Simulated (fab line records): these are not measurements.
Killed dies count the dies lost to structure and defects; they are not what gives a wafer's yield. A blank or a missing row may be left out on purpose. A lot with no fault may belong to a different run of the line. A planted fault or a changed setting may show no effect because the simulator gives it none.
Lot-split experiment :: flow n5_finfet :: route with 1938 steps; 7 lots, 39 wafers read

## ON THE SPLIT
At N5_BEOL_M2_TRENCH_ETCH_37 (etches SiOC in C4F6/O2, target depth 55.555 nm, time 29.2 s), the setting target_depth_a was moved away from the recipe's 555.55 angstrom on 12 of the 39 wafers read, by -58.3% to +58.4%. The other wafers ran this setting at the recipe's value.

## FROM THE SPLIT TO THE READING: what the file shows between them, 8 steps
- N5_BEOL_M2_ETCH_41: etches SiCN in CH3F/O2, target depth 29.9 nm, time 52.5 s
- N5_BEOL_M2_STRIP_97: strips in N2/H2, time 10 s
- N5_BEOL_M2_OCD_MEAS_38
- N5_BEOL_M2_HM_STRIP_39: strips TiN in peroxide tin strip, target depth 25 nm, time 158 s
- N5_BEOL_M2_SRD_40: time 30 s
- N5_BEOL_M2_ECD_50: material Cu, target thk 300 nm
- N5_BEOL_M2_ANNEAL_51: time 90 s
- N5_BEOL_M2_CMP_52: polishes, stops on SiOC, t overpolish 6.8 s, target thk 40 nm

## THE READING
M2_THK, in nm, at N5_BEOL_M2_THK_MEAS_53 (measures by xrf). Typical for fault-free wafers on this fab line: 40.0 nm, with standard deviation 1.7 nm.

wafer: L078.1
tool, chamber at the split: rie_diel-02, 0
target_depth_a as run, angstrom: 555.55
against the recipe: recipe
M2_THK, nm: 38.2
against lot-mates on the recipe: -

wafer: L078.2
tool, chamber at the split: rie_diel-02, 2
target_depth_a as run, angstrom: 555.55
against the recipe: recipe
M2_THK, nm: 39.9
against lot-mates on the recipe: -

wafer: L078.3
tool, chamber at the split: rie_diel-02, 3
target_depth_a as run, angstrom: 555.55
against the recipe: recipe
M2_THK, nm: 41.9
against lot-mates on the recipe: -

wafer: L078.4
tool, chamber at the split: rie_diel-02, 1
target_depth_a as run, angstrom: 555.55
against the recipe: recipe
M2_THK, nm: 38.4
against lot-mates on the recipe: -

wafer: L078.5
tool, chamber at the split: rie_diel-02, 0
target_depth_a as run, angstrom: 555.55
against the recipe: recipe
M2_THK, nm: 38.8
against lot-mates on the recipe: -

wafer: L078.6
tool, chamber at the split: rie_diel-02, 1
target_depth_a as run, angstrom: 555.55
against the recipe: recipe
M2_THK, nm: 39.5
against lot-mates on the recipe: -

wafer: L081.1
tool, chamber at the split: rie_diel-03, 3
target_depth_a as run, angstrom: 555.55
against the recipe: recipe
M2_THK, nm: 42.7
against lot-mates on the recipe: -

wafer: L081.2
tool, chamber at the split: rie_diel-03, 1
target_depth_a as run, angstrom: 261.8
against the recipe: -52.9%
M2_THK, nm: 10.1
against lot-mates on the recipe: -31.4

wafer: L081.3
tool, chamber at the split: rie_diel-03, 2
target_depth_a as run, angstrom: 555.55
against the recipe: recipe
M2_THK, nm: 40.1
against lot-mates on the recipe: -

wafer: L081.4
tool, chamber at the split: rie_diel-03, 0
target_depth_a as run, angstrom: 261.8
against the recipe: -52.9%
M2_THK, nm: 11.4
against lot-mates on the recipe: -30.1

wafer: L081.5
tool, chamber at the split: rie_diel-03, 1
target_depth_a as run, angstrom: 261.8
against the recipe: -52.9%
M2_THK, nm: 10.4
against lot-mates on the recipe: -31.1

wafer: L081.6
tool, chamber at the split: rie_diel-03, 2
target_depth_a as run, angstrom: 555.55
against the recipe: recipe
M2_THK, nm: 41.7
against lot-mates on the recipe: -

wafer: L086.1
tool, chamber at the split: rie_diel-03, 0
target_depth_a as run, angstrom: 555.55
against the recipe: recipe
M2_THK, nm: 39.7
against lot-mates on the recipe: -

wafer: L086.2
tool, chamber at the split: rie_diel-03, 2
target_depth_a as run, angstrom: 555.55
against the recipe: recipe
M2_THK, nm: 41.7
against lot-mates on the recipe: -

wafer: L086.3
tool, chamber at the split: rie_diel-03, 3
target_depth_a as run, angstrom: 555.55
against the recipe: recipe
M2_THK, nm: 40.5
against lot-mates on the recipe: -

wafer: L086.4
tool, chamber at the split: rie_diel-03, 1
target_depth_a as run, angstrom: 555.55
against the recipe: recipe
M2_THK, nm: 40.5
against lot-mates on the recipe: -

wafer: L086.5
tool, chamber at the split: rie_diel-03, 3
target_depth_a as run, angstrom: 555.55
against the recipe: recipe
M2_THK, nm: 40.8
against lot-mates on the recipe: -

wafer: L086.6
tool, chamber at the split: rie_diel-03, 2
target_depth_a as run, angstrom: 555.55
against the recipe: recipe
M2_THK, nm: 39.6
against lot-mates on the recipe: -

wafer: L089.2
tool, chamber at the split: rie_diel-06, 1
target_depth_a as run, angstrom: 555.55
against the recipe: recipe
M2_THK, nm: 37.7
against lot-mates on the recipe: -

wafer: L089.3
tool, chamber at the split: rie_diel-06, 2
target_depth_a as run, angstrom: 555.55
against the recipe: recipe
M2_THK, nm: 35.9
against lot-mates on the recipe: -

wafer: L089.6
tool, chamber at the split: rie_diel-06, 0
target_depth_a as run, angstrom: 555.55
against the recipe: recipe
M2_THK, nm: 38.6
against lot-mates on the recipe: -

wafer: L090.1
tool, chamber at the split: rie_diel-03, 3
target_depth_a as run, angstrom: 555.55
against the recipe: recipe
M2_THK, nm: 42.6
against lot-mates on the recipe: -

wafer: L090.2
tool, chamber at the split: rie_diel-03, 1
target_depth_a as run, angstrom: 555.55
against the recipe: recipe
M2_THK, nm: 39.9
against lot-mates on the recipe: -

wafer: L090.3
tool, chamber at the split: rie_diel-03, 0
target_depth_a as run, angstrom: 879.8
against the recipe: +58.4%
M2_THK, nm: 74.6
against lot-mates on the recipe: +33.5

wafer: L090.4
tool, chamber at the split: rie_diel-03, 2
target_depth_a as run, angstrom: 879.8
against the recipe: +58.4%
M2_THK, nm: 76.5
against lot-mates on the recipe: +35.4

wafer: L090.5
tool, chamber at the split: rie_diel-03, 1
target_depth_a as run, angstrom: 555.55
against the recipe: recipe
M2_THK, nm: 40.7
against lot-mates on the recipe: -

wafer: L090.6
tool, chamber at the split: rie_diel-03, 2
target_depth_a as run, angstrom: 879.8
against the recipe: +58.4%
M2_THK, nm: 75.2
against lot-mates on the recipe: +34.1

wafer: L092.1
tool, chamber at the split: rie_diel-03, 2
target_depth_a as run, angstrom: 555.55
against the recipe: recipe
M2_THK, nm: 41.4
against lot-mates on the recipe: -

wafer: L092.2
tool, chamber at the split: rie_diel-03, 1
target_depth_a as run, angstrom: 555.55
against the recipe: recipe
M2_THK, nm: 39.6
against lot-mates on the recipe: -

wafer: L092.3
tool, chamber at the split: rie_diel-03, 0
target_depth_a as run, angstrom: 471.9
against the recipe: -15.1%
M2_THK, nm: 32.0
against lot-mates on the recipe: -9.1

wafer: L092.4
tool, chamber at the split: rie_diel-03, 3
target_depth_a as run, angstrom: 555.55
against the recipe: recipe
M2_THK, nm: 42.4
against lot-mates on the recipe: -

wafer: L092.5
tool, chamber at the split: rie_diel-03, 1
target_depth_a as run, angstrom: 471.9
against the recipe: -15.1%
M2_THK, nm: 32.3
against lot-mates on the recipe: -8.8

wafer: L092.6
tool, chamber at the split: rie_diel-03, 0
target_depth_a as run, angstrom: 471.9
against the recipe: -15.1%
M2_THK, nm: 32.7
against lot-mates on the recipe: -8.4

wafer: L097.1
tool, chamber at the split: rie_diel-06, 2
target_depth_a as run, angstrom: 555.55
against the recipe: recipe
M2_THK, nm: 37.3
against lot-mates on the recipe: -

wafer: L097.2
tool, chamber at the split: rie_diel-06, 0
target_depth_a as run, angstrom: 555.55
against the recipe: recipe
M2_THK, nm: 42.0
against lot-mates on the recipe: -

wafer: L097.3
tool, chamber at the split: rie_diel-06, 3
target_depth_a as run, angstrom: 231.7
against the recipe: -58.3%
M2_THK, nm: 9.4
against lot-mates on the recipe: -30.9

wafer: L097.4
tool, chamber at the split: rie_diel-06, 1
target_depth_a as run, angstrom: 231.7
against the recipe: -58.3%
M2_THK, nm: 8.5
against lot-mates on the recipe: -31.8

wafer: L097.5
tool, chamber at the split: rie_diel-06, 1
target_depth_a as run, angstrom: 231.7
against the recipe: -58.3%
M2_THK, nm: 8.8
against lot-mates on the recipe: -31.5

wafer: L097.6
tool, chamber at the split: rie_diel-06, 0
target_depth_a as run, angstrom: 555.55
against the recipe: recipe
M2_THK, nm: 41.6
against lot-mates on the recipe: -

THE FIT
A straight line over all 39 wafers: M2_THK changes by +0.568 nm for each +1% of target_depth_a; r = +0.99; the points scatter about the line by 1.7 nm.
The same after taking each lot's own level away (the mean of its wafers on the recipe; 39 wafers): +0.571 nm for each +1%; r = +1.00; scatter 1.3 nm.
According to that fit, moving target_depth_a by its largest amount changes the reading by 33 nm.
The lots' own levels span 37.40 to 41.50 nm, that is 2.4 times the standard deviation above.
The two slopes are in agreement: the lot-to-lot level therefore moves the slope only a little.
Check: for one of the wafers moved furthest among these (+58.4%), held out of the fit, the line's prediction against its lot-mates is +33.5 nm. It came out at +33.5 nm against them.

## THE WHOLE CHAIN: every reading that the file lists as answering this split, in the file's order
step: N5_BEOL_M2_TRENCH_ETCH_37
what it does: etches SiOC in C4F6/O2, target depth 55.555 nm, time 29.2 s
reading: etch.depth_nm (the simulator's own value, which no gauge read)
change (the file's fit): +0.565 nm for each +1% of the setting
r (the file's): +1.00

step: N5_BEOL_M2_TRENCH_ETCH_37
what it does: etches SiOC in C4F6/O2, target depth 55.555 nm, time 29.2 s
reading: BEOL_M2.feature_depth_nm (the simulator's own value, which no gauge read)
change (the file's fit): +0.564 nm for each +1% of the setting
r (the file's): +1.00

step: N5_BEOL_M2_TRENCH_ETCH_37
what it does: etches SiOC in C4F6/O2, target depth 55.555 nm, time 29.2 s
reading: TiN_of_BEOL_M2_HM_DEP_02.thk_nm (the simulator's own value, which no gauge read)
change (the file's fit): -0.0221 nm for each +1% of the setting
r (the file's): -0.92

step: N5_BEOL_M2_OCD_MEAS_38
what it does: 
reading: trench_depth_nm
change (the file's fit): +0.565 nm for each +1% of the setting
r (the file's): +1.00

step: N5_BEOL_M2_CMP_52
what it does: polishes, stops on SiOC, t overpolish 6.8 s, target thk 40 nm
reading: Cu_of_BEOL_M2_ECD_50.thk_nm (the simulator's own value, which no gauge read)
change (the file's fit): +0.561 nm for each +1% of the setting
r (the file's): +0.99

step: N5_BEOL_M2_THK_MEAS_53
what it does: measures by xrf
reading: M2_THK
change (the file's fit): +0.57 for each +1% of the setting
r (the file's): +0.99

step: N5_BEOL_M2_RS_MEAS_58
what it does: measures by four-point-probe
reading: M2_RS
change (the file's fit): not straight: 5.48 at the lowest setting, 0.68 at the recipe, 0.31 at the highest
r (the file's): not given

## THE FILE'S OWN FIT
M2_THK changes by +0.57 nm for each +1% of target_depth_a, r = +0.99.
